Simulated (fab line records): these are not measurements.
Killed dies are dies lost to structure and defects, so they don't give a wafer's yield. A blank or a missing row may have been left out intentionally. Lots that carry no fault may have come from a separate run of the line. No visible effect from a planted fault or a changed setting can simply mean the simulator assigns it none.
Matching of chambers ; flow n5-finfet ; N5_HKMG_FIN_ALD_74 on ald-hk-03 has 4 sister chambers
The step deposits La2O3, target thk 0.5 nm, pulse time 6 s, co reactant pulse time 1 s. 7 wafers are shown with their chamber, then 7 later ones without.

## WAFERS PAIRED WITH THEIR CHAMBERS
wafer;chamber;heater-power-w (W);precursor-pulse-height-rel
L086.2;1;358;0.992
L086.3;2;357;1.000
L090.1;2;360;1.028
L090.2;3;345;1.035
L090.6;3;339;1.019
L091.2;0;313;1.019
L091.3;1;362;0.981

## WAFERS MISSING THEIR CHAMBER
wafer;heater-power-w (W);precursor-pulse-height-rel
L091.4;339;1.003
L093.1;366;0.973
L093.5;315;0.995
L093.6;369;1.012
L095.1;360;1.008
L095.2;312;1.017
L095.4;358;1.021

## CHAMBER TAKEN BY EACH
wafer;from the rows above;in truth
L091.4;3;3
L093.1;can't be placed: 1 or 2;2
L093.5;0;0
L093.6;can't be placed: 2 or 1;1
L095.1;can't be placed: 2 or 1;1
L095.2;0;0
L095.4;2;2
4 of 7 placed correctly. Can't be placed from these rows: 3 (the true chamber is among the candidates in 3). Wrongly placed: 0.
How it was worked out, from the rows above alone: a wafer's distance from a chamber is the root of the sum, over the readings, of the square of ((its reading less the chamber's mean) divided by the reading's scatter). The wafer belongs to the nearest chamber; if the next one is less than 2 further off, it can't be placed. Each chamber's mean is taken over the wafers shown for it. The scatter: take each reading less its chamber's mean, square it, sum over the shown wafers, divide by the number of wafers less the number of chambers, and take the root.
